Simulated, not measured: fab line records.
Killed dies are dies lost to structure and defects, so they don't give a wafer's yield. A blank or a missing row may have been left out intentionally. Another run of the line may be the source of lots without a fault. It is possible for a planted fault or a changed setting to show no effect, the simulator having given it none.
Struck lot and sound lot, side by side :: flow n5-finfet :: 36 steps out of a route of 1938
Sound: these wafers, L229.1, L229.3, L229.4. The struck wafers were L224.2, L224.3, L224.5. Last of all comes the cause.
Each step with rows lists, per side, the tool, then ch with its chambers, then its first start. Under that, the readings that differ: sound wafers :: struck wafers :: difference of the means :: sigmas: that difference in standard deviations of wafers without a fault.
alike: readings with means less than 2 such deviations apart, plus words and numbers identical on both sides. not compared: withheld readings, readings lacking a value on some wafer, bounds such as >300 that could conceal the same value, and numbers that have no deviation in the record and whose values overlap.
The two part at a step that has a row with sigmas, a row that says differs or no value, or rows on one side only. Numbers that don't overlap but have no deviation are shown without sigmas and don't part them. A reading missing from all wafers of one side parts the sides only when that side holds two or more wafers.

first, 10 steps without rows for these wafers: N5_MOL_CONTACT_COAG_DESCUM_45 (chemistry O2, time 7 s); N5_MOL_CONTACT_COAG_ETCH_65 (etches underlayer in N2/H2, target depth 13 nm, time 10.4 s); N5_MOL_CONTACT_COAG_ETCH_66 (etches SiARC in CF4, target depth 13 nm, time 21.7 s); N5_MOL_CONTACT_COAG_ALD_133 (deposits SiO2, target thk 5 nm, pulse time 1 s, co reactant pulse time 1 s); N5_MOL_CONTACT_COAG_ETCHBACK_134 (etches SiO2 in CHF3, target depth 10 nm, time 6.7 s); N5_MOL_CONTACT_COAG_ETCH_67 (etches SOC in N2/H2, target depth 60 nm, overetch 21 nm, time 101.2 s); N5_MOL_CONTACT_COAG_STRIP_68 (strips in N2/H2); N5_MOL_CONTACT_COAG_STRIP_69 (strips in N2/H2); N5_MOL_CONTACT_COAG_ETCHBACK_136 (etches SiO2 in CHF3, target depth 25 nm, time 16.7 s); N5_MOL_CONTACT_COAG_STRIP_120 (strips in CHF3).
N5_MOL_CONTACT_COAG_VIA_ETCH_117: etches SiO2 in C4F6/O2, target depth 40 nm, overetch 8 nm, time 26 s.
  sound on rie-diel-01 ch 2,3, day 10 09:36; struck on rie-diel-04 ch 0,1,3, day 9 05:20
  alike: drypump-motor-current-A, oes-product-au, rf-vpp-V, showerhead-plenum-p-Torr, throttle-valve-pct
  not compared: rf-hours-counter-h
then, 24 steps without rows for these wafers: N5_MOL_CONTACT_COAG_ETCH_124 (etches SiNx in CH3F/O2, stops on SiOC, target depth 6.5 nm); N5_MOL_CONTACT_COAG_ETCH_48 (etches SiOC in C4F6/O2, target depth 15 nm, overetch 4.5 nm, time 17 s); N5_MOL_CONTACT_COAG_STRIP_72 (strips in N2/H2); N5_MOL_CONTACT_COAG_STRIP_49 (strips in N2/H2, time 30 s); N5_MOL_CONTACT_COAG_PRECLEAN_138 (cleans in alkaline clean, time 60 s); N5_MOL_CONTACT_COAG_SRD_139 (time 30 s); N5_MOL_CONTACT_COAG_PRE_CLEAN_121; N5_MOL_CONTACT_COAG_CVD_140 (deposits W, target thk 66.5 nm, time 215 s); N5_MOL_CONTACT_COAG_PRECLEAN_127 (cleans in DIW, time 57.5 s); N5_MOL_CONTACT_COAG_SRD_128 (dry time 32 s); N5_MOL_CONTACT_COAG_CMP_52 (polishes, stops on SiO2, t overpolish 1.5 s, target thk 66.5 nm); N5_MOL_CONTACT_COAG_ANNEAL_112 (time 1800 s); N5_BEOL_M0_SAQP_PECVD_00 (deposits SiCN from 3MS/NH3, target thk 8 nm, time 14 s); N5_BEOL_M0_SAQP_ILD_DEP_01 (deposits SiOC from DEMS/O2, target thk 45.419 nm, time 8.7 s); N5_BEOL_M0_SAQP_HM_DEP_02 (deposits TiN, target thk 12 nm); N5_BEOL_M0_SAQP_PECVD_03 (deposits SiCN from 3MS/NH3, target thk 12 nm, time 21.1 s); N5_BEOL_M0_SAQP_PECVD_96 (deposits a-Si from SiH4/He, target thk 45 nm, time 45.2 s); N5_BEOL_M0_SAQP_PECVD_97 (deposits SiNx from SiH4/NH3/N2, target thk 23 nm, time 19.9 s); N5_BEOL_M0_SAQP_PECVD_04 (deposits a-Si from SiH4/He, target thk 60 nm, time 60.2 s); N5_BEOL_M0_SAQP_HM_DEP_111 (deposits SiO2 from SiH4/N2O, target thk 12 nm, time 7.2 s); N5_BEOL_M0_SAQP_COAT_81 (time 60 s, resist thk 100 nm); N5_BEOL_M0_SAQP_COAT_82 (time 60 s, resist thk 30 nm); N5_BEOL_M0_SAQP_COAT_08 (resist thk 90 nm); N5_BEOL_M0_SAQP_EBR_10.
-- here the record skips 10 days between the struck wafers' starts before and after, leaving off in module BEOL_M0_SAQP and picking up in module PASSIVATION (first step shown: number 1936 of the route) --
N5_PASSIVATION_PROBE_49:
  the record has rows for the struck wafers here (prober-01, day 18 21:53) and none for the sound ones

## WHERE THEY PART
Only at N5_PASSIVATION_PROBE_49, within this record.

WHY: whatever the simulator had introduced
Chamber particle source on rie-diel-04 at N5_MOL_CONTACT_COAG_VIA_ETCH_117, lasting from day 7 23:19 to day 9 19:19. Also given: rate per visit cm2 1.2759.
